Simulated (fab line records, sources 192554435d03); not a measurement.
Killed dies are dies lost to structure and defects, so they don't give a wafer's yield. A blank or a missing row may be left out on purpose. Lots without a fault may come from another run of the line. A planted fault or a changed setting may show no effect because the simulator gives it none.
One fault seen from 2 desks | flow n5_finfet | each desk has only its own numbers; what lay behind them comes last

THE METROLOGY DESK
What the gauges read, lot by lot, whatever tool the lot ran on: means of the sampled wafers that have a number. A lot is out of limits, marked OUT, if its mean lies more than 4 standard deviations from the usual mean; the brackets give that distance. Of its 12 readings 7 are shown: those that lie furthest out on some lot.
Columns: A = trench_depth_nm at N5_BEOL_M2_OCD_MEAS_38, usual 55.5 nm; B = cd_nm at N5_BEOL_M2_CD_MEAS_35, usual 18.1 nm; C = DIBL_N at N5_BEOL_M4_RC_MEAS_101, usual 36.3 mV/V; D = DIBL_P at N5_BEOL_M4_RC_MEAS_101, usual 36.2 mV/V; E = IOFF_P at N5_BEOL_M4_RC_MEAS_101, usual 0.21 nA/um; F = ION_P at N5_BEOL_M4_RC_MEAS_101, usual 461 uA/um; G = VT_P at N5_BEOL_M4_RC_MEAS_101, usual -251 mV
lot  | first seen here | A    | B    | C    | D    | E    | F   | G
L360 | day 6 17:13     | 55.5 | 18.3 | 37.2 | 36.8 | 0.22 | 466 | -253
L361 | day 6 22:02     | 55.3 | 18.0 | 34.2 | 34.8 | 0.17 | 452 | -252
L362 | day 7 08:32     | 54.5 | 18.5 | 35.4 | 35.1 | 0.18 | 454 | -253
L363 | day 7 15:28     | 55.4 | 18.1 | 37.9 | 38.1 | 0.26 | 467 | -246
L367 | day 8 15:55     | 56.1 | 18.5 | 35.3 | 33.0 | 0.18 | 460 | -252
L369 | day 8 18:27     | 56.7 | 17.8 | 35.5 | 35.8 | 0.19 | 465 | -253
L370 | day 9 04:28     | 55.8 | 18.0 | 36.5 | 35.0 | 0.19 | 455 | -253
L372 | day 9 16:25     | 54.1 | 18.1 | 37.0 | 36.4 | 0.18 | 450 | -256
L375 | day 10 07:58    | 55.5 | 17.9 | 35.7 | 36.4 | 0.24 | 473 | -244
L374 | day 10 18:16    | 55.0 | 17.5 | -    | -    | -    | -   | -
L377 | day 10 19:47    | 55.7 | 18.0 | -    | -    | -    | -   | -
This desk's finding: nothing out of limits on any of the 11 lots.

THE TOOL OWNER'S DESK: ald_metal-03
The tool's own readings at N5_BEOL_M2_ALD_84 (deposits TaN, pulse time 2 s, purge time 3 s, co reactant purge time 2 s): means of the sampled wafers that have a number, for each lot that ran on this tool. A lot is out of limits, marked OUT, if its mean lies more than 4 standard deviations from the usual mean; the brackets give that distance.
Columns: A = heater_power_w at N5_BEOL_M2_ALD_84, usual 428 W
lot  | first seen here | A
L361 | day 6 22:34     | 428
L362 | day 7 09:40     | 410
L367 | day 8 16:13     | 426
L369 | day 8 19:25     | 422
L370 | day 9 05:21     | 425
L372 | day 9 16:59     | 438
L374 | day 10 19:43    | 404
L377 | day 10 20:29    | 409
This desk's finding: nothing out of limits on any of the 8 lots.

PUT TOGETHER
The metrology desk saw nothing out of limits.
The tool owner's desk saw nothing out of limits.

WHAT THE SIMULATOR HAD PUT IN
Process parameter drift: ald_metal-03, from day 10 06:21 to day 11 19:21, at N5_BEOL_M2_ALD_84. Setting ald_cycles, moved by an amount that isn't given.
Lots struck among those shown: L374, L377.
